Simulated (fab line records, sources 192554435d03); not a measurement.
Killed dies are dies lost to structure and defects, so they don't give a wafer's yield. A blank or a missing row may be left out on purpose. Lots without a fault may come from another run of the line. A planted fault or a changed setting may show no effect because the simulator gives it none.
Split-lot experiment | flow n5_finfet | 7 lots, 21 wafers read, on a route of 1938 steps

THE SPLIT
At N5_MOL_CONTACT_COAG_COAT_76 (time 60 s, resist thk 10 nm), the setting spin_rpm was moved away from the recipe's 1500 rpm on 7 of the 21 wafers read, by -9.3% to +10.9%. The other wafers ran this setting at the recipe's value.

FROM THE SPLIT TO THE READING: what the file shows between them, 8 steps
- N5_MOL_CONTACT_COAG_COAT_77: time 60 s, resist thk 10 nm (also split here: spin_rpm)
- N5_MOL_CONTACT_COAG_COAT_78: resist thk 40 nm
- N5_MOL_CONTACT_COAG_EBR_80
- N5_MOL_CONTACT_COAG_DESCUM_88: chemistry O2, time 7 s
- N5_MOL_CONTACT_COAG_ETCH_89: etches underlayer in N2/H2, target depth 13 nm, time 10.4 s
- N5_MOL_CONTACT_COAG_ETCH_90: etches SiARC in CF4, target depth 13 nm, time 21.7 s
- N5_MOL_CONTACT_COAG_ALD_131: deposits SiO2, target thk 5 nm, pulse time 1 s, co reactant pulse time 1 s
- N5_MOL_CONTACT_COAG_ETCHBACK_132: etches SiO2 in CHF3, target depth 10 nm, time 6.7 s

THE READING
SiARC_of_MOL_CONTACT_COAG_COAT_76.thk_nm (the simulator's own value, which no gauge read), in nm, at N5_MOL_CONTACT_COAG_ETCH_91 (etches SOC in N2/H2, target depth 60 nm, overetch 21 nm, time 101.2 s). The file gives no usual value for it. The 14 wafers here that ran the recipe average 5.8 nm, standard deviation 0.082 nm.

wafer  | tool, chamber at the split | spin_rpm as run, rpm | against the recipe | SiARC_of_MOL_CONTACT_COAG_COAT_76.thk_nm, nm | against lot-mates on the recipe
L075.2 | litho_track-03, 0          | 1500                 | recipe             | 5.8                                          | -
L075.3 | litho_track-03, 0          | 1500                 | recipe             | 5.8                                          | -
L075.4 | litho_track-03, 0          | 1500                 | recipe             | 6                                            | -
L081.3 | litho_track-01, 0          | 1500                 | recipe             | 5.8                                          | -
L081.5 | litho_track-01, 0          | 1401                 | -6.6%              | 6.2                                          | +0.3
L081.6 | litho_track-01, 0          | 1500                 | recipe             | 6                                            | -
L083.3 | litho_track-03, 0          | 1500                 | recipe             | 5.8                                          | -
L083.5 | litho_track-03, 0          | 1500                 | recipe             | 6                                            | -
L083.6 | litho_track-03, 0          | 1417                 | -5.5%              | 6                                            | +0.1
L085.4 | litho_track-03, 0          | 1500                 | recipe             | 5.8                                          | -
L085.5 | litho_track-03, 0          | 1500                 | recipe             | 5.8                                          | -
L085.6 | litho_track-03, 0          | 1443                 | -3.8%              | 6                                            | +0.2
L089.1 | litho_track-03, 0          | 1500                 | recipe             | 5.8                                          | -
L089.6 | litho_track-03, 0          | 1500                 | recipe             | 5.8                                          | -
L089.3 | litho_track-03, 0          | 1664                 | +10.9%             | 5.2                                          | -0.6
L094.1 | litho_track-01, 0          | 1500                 | recipe             | 5.8                                          | -
L094.6 | litho_track-01, 0          | 1500                 | recipe             | 5.8                                          | -
L094.3 | litho_track-01, 0          | 1361                 | -9.3%              | 6.4                                          | +0.6
L096.1 | litho_track-02, 0          | 1500                 | recipe             | 5.8                                          | -
L096.4 | litho_track-02, 0          | 1593                 | +6.2%              | 5.4                                          | -0.4
L096.5 | litho_track-02, 0          | 1593                 | +6.2%              | 5.4                                          | -0.4

THE FIT
A straight line over all 21 wafers: SiARC_of_MOL_CONTACT_COAG_COAT_76.thk_nm changes by -0.0581 nm for each +1% of spin_rpm; r = -0.95; the points scatter about the line by 0.083 nm.
The same after taking each lot's own level away (the mean of its wafers on the recipe; 21 wafers): -0.055 nm for each +1%; r = -0.95; scatter 0.081 nm.
On that fit, the largest move of spin_rpm shifts the reading by 0.6 nm.
The lots' own levels span 5.80 to 5.90 nm, that is 1.2 times the standard deviation above.
So the lot-to-lot level changes the slope little: the two slopes agree.
Check: with one of the wafers moved furthest among these (+10.9%) left out of the fit, the line predicts -0.625 nm for it against its lot-mates. It came out at -0.6 nm against them.

OTHER SPLITS ON THESE WAFERS
These wafers also went through other splits before the reading. Each is held against what the fit with the lots' levels taken away leaves over:
other split on the same wafers       | wafers away from the commonest value | r with SiARC_of_MOL_CONTACT_COAG_COAT_76.thk_nm (lot level and that fit taken away)
N5_SDB_COAT_03 spin_rpm              | 7                                    | +0.28
N5_SDB_CUT_ETCH_26 icp_w             | 10                                   | -0.09
N5_GATE_CUT_COAT_35 spin_rpm         | 8                                    | -0.20
N5_GATE_CUT_COAT_27 spin_rpm         | 2                                    | -0.02
N5_MOL_CONTACT_COAG_COAT_77 spin_rpm | 6                                    | -0.11

THE WHOLE CHAIN: every reading that the file lists as answering this split, in the file's order
step                        | what it does                                                          | reading                                                                                   | change (the file's fit)                | r (the file's)
N5_MOL_CONTACT_COAG_COAT_76 | time 60 s, resist thk 10 nm                                           | SiARC_of_MOL_CONTACT_COAG_COAT_76.thk_nm (the simulator's own value, which no gauge read) | -0.0608 nm for each +1% of the setting | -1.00
N5_MOL_CONTACT_COAG_ETCH_90 | etches SiARC in CF4, target depth 13 nm, time 21.7 s                  | etch_rf_on_time_s                                                                         | withheld for each +1% of the setting   | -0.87
N5_MOL_CONTACT_COAG_ETCH_90 | etches SiARC in CF4, target depth 13 nm, time 21.7 s                  | etch.depth_nm (the simulator's own value, which no gauge read)                            | -0.0522 nm for each +1% of the setting | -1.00
N5_MOL_CONTACT_COAG_ETCH_91 | etches SOC in N2/H2, target depth 60 nm, overetch 21 nm, time 101.2 s | SiARC_of_MOL_CONTACT_COAG_COAT_76.thk_nm (the simulator's own value, which no gauge read) | -0.0538 nm for each +1% of the setting | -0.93

THE FILE'S OWN FIT
SiARC_of_MOL_CONTACT_COAG_COAT_76.thk_nm changes by -0.0538 nm for each +1% of spin_rpm, r = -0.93.
